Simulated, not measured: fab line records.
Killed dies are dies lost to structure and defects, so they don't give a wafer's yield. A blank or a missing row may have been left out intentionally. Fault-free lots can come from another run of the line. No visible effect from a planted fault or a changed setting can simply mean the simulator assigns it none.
Matching of chambers -- flow nand harc -- pecvd-02 running NHARC_P_M0_PRE_CLEAN_31: 3 sister chambers
The step time 12 s. 18 wafers are shown with their chamber, then 9 later ones without.

## WAFERS WITH THEIR CHAMBER
wafer,chamber,heater power w (W),rf fwd power W (W)
L077.1,0,596,294.0
L077.5,1,808,294.1
L077.6,0,587,293.8
L078.1,2,639,292.2
L078.3,1,735,293.3
L078.5,0,548,292.8
L079.1,1,764,292.1
L079.3,2,574,293.1
L079.5,2,560,292.5
L081.1,2,576,292.2
L081.4,2,581,293.0
L081.5,1,815,293.1
L082.1,1,851,293.0
L082.4,1,847,292.2
L082.5,0,529,292.3
L087.1,0,545,292.6
L087.5,0,545,293.4
L087.6,1,798,291.4

SIGNATURES (averages over the wafers above)
reading,chamber 0,chamber 1,chamber 2,scatter within a chamber
heater power w,558.33,802.57,586.00,34.5
rf fwd power W,293.150,292.743,292.600,0.728
Rule: for each reading, subtract the chamber's mean from the wafer's reading, divide by that reading's scatter and square the result; add these up over the readings and take the root, which gives the wafer's distance from the chamber. If the next closest chamber is less than 2 further off than the closest, the wafer can't be placed; otherwise it belongs to the closest. The scatter: take each reading less its chamber's mean, square it, sum over the shown wafers, divide by the number of wafers less the number of chambers, and take the root.

## WAFERS WITHOUT THEIR CHAMBER
wafer,heater power w (W),rf fwd power W (W)
L091.1,558,292.8
L091.4,800,293.5
L091.5,604,290.6
L092.1,716,292.6
L092.2,609,291.3
L092.4,709,292.7
L097.2,554,292.2
L097.3,784,294.2
L097.5,561,291.8

## WHICH CHAMBER EACH ONE RAN IN
wafer,from the rows above,in truth
L091.1,can't be placed: 0 or 2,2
L091.4,1,1
L091.5,can't be placed: 2 or 0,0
L092.1,can't be placed: 1 or 2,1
L092.2,can't be placed: 2 or 0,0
L092.4,can't be placed: 1 or 2 or 0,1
L097.2,can't be placed: 2 or 0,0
L097.3,1,1
L097.5,can't be placed: 2 or 0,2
Placed correctly: 2 of 9. Cannot be placed on the basis of these rows: 7; the candidates contain the true chamber in 7. 0 placed wrongly.
